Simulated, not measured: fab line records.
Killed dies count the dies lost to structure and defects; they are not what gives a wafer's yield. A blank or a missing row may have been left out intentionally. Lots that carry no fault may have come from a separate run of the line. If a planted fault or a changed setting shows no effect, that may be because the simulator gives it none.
Matching of chambers | flow nand-harc | 4 sister chambers for NHARC_A_CHANNEL_FILL_D1_STRIP_28 on rie-diel-05
The step strips in O2, time 20 s. 20 wafers are shown with their chamber, then 10 later ones without.

WAFERS PAIRED WITH THEIR CHAMBERS
wafer  | chamber | showerhead-plenum-p-Torr (Torr) | drypump-motor-current-A (A) | oes-product-au (a.u.)
L078.3 | 3       | 3.52                            | 5.35                        | 0.991
L078.4 | 3       | 3.52                            | 5.33                        | 0.997
L078.6 | 2       | 3.32                            | 5.77                        | 0.997
L079.3 | 3       | 3.52                            | 5.35                        | 0.992
L079.4 | 0       | 3.59                            | 5.69                        | 0.984
L079.5 | 1       | 3.31                            | 5.39                        | 0.988
L080.2 | 3       | 3.52                            | 5.38                        | 0.998
L080.5 | 0       | 3.59                            | 5.73                        | 0.963
L080.6 | 1       | 3.31                            | 5.41                        | 0.987
L083.2 | 2       | 3.32                            | 5.77                        | 1.007
L083.4 | 3       | 3.52                            | 5.39                        | 0.997
L083.6 | 2       | 3.32                            | 5.76                        | 1.003
L087.1 | 2       | 3.32                            | 5.75                        | 1.003
L087.3 | 0       | 3.58                            | 5.70                        | 0.974
L087.5 | 3       | 3.52                            | 5.37                        | 0.991
L086.1 | 3       | 3.52                            | 5.34                        | 0.984
L086.3 | 0       | 3.58                            | 5.72                        | 0.981
L086.4 | 2       | 3.32                            | 5.74                        | 1.003
L089.1 | 3       | 3.51                            | 5.33                        | 1.010
L089.4 | 2       | 3.32                            | 5.76                        | 1.002

SIGNATURES (averages over the wafers above)
reading                  | chamber 0 | chamber 1 | chamber 2 | chamber 3 | scatter within a chamber
showerhead-plenum-p-Torr | 3.5850    | 3.3100    | 3.3200    | 3.5187    | 0.00342
drypump-motor-current-A  | 5.7100    | 5.4000    | 5.7583    | 5.3550    | 0.0185
oes-product-au           | 0.97550   | 0.98750   | 1.00250   | 0.99500   | 0.00669
Rule: distance of a wafer from a chamber = root of the sum over the readings of ((wafer's reading minus chamber's mean) / reading's scatter) squared. If the next closest chamber is less than 2 further off than the closest, the wafer can't be placed; otherwise it belongs to the closest. How the scatter is found: for the shown wafers, subtract from each reading the mean of its chamber, square and add these, divide the total by (wafers less chambers), then take the root.

WAFERS MISSING THEIR CHAMBER
wafer  | showerhead-plenum-p-Torr (Torr) | drypump-motor-current-A (A) | oes-product-au (a.u.)
L089.5 | 3.31                            | 5.42                        | 0.987
L091.1 | 3.32                            | 5.76                        | 1.021
L091.3 | 3.51                            | 5.38                        | 1.007
L091.6 | 3.51                            | 5.36                        | 1.008
L095.1 | 3.31                            | 5.43                        | 0.985
L095.4 | 3.32                            | 5.73                        | 1.007
L095.5 | 3.31                            | 5.42                        | 0.999
L097.2 | 3.51                            | 5.35                        | 1.004
L097.3 | 3.32                            | 5.76                        | 0.995
L097.6 | 3.32                            | 5.75                        | 0.997

WHICH CHAMBER EACH ONE RAN IN
wafer  | from the rows above | in truth
L089.5 | 1                   | 1
L091.1 | 2                   | 2
L091.3 | 3                   | 3
L091.6 | 3                   | 3
L095.1 | 1                   | 1
L095.4 | 2                   | 2
L095.5 | 1                   | 1
L097.2 | 3                   | 3
L097.3 | 2                   | 2
L097.6 | 2                   | 2
Correct placement for 10 of the 10. From these rows, 0 cannot be placed. Wrongly placed: 0.
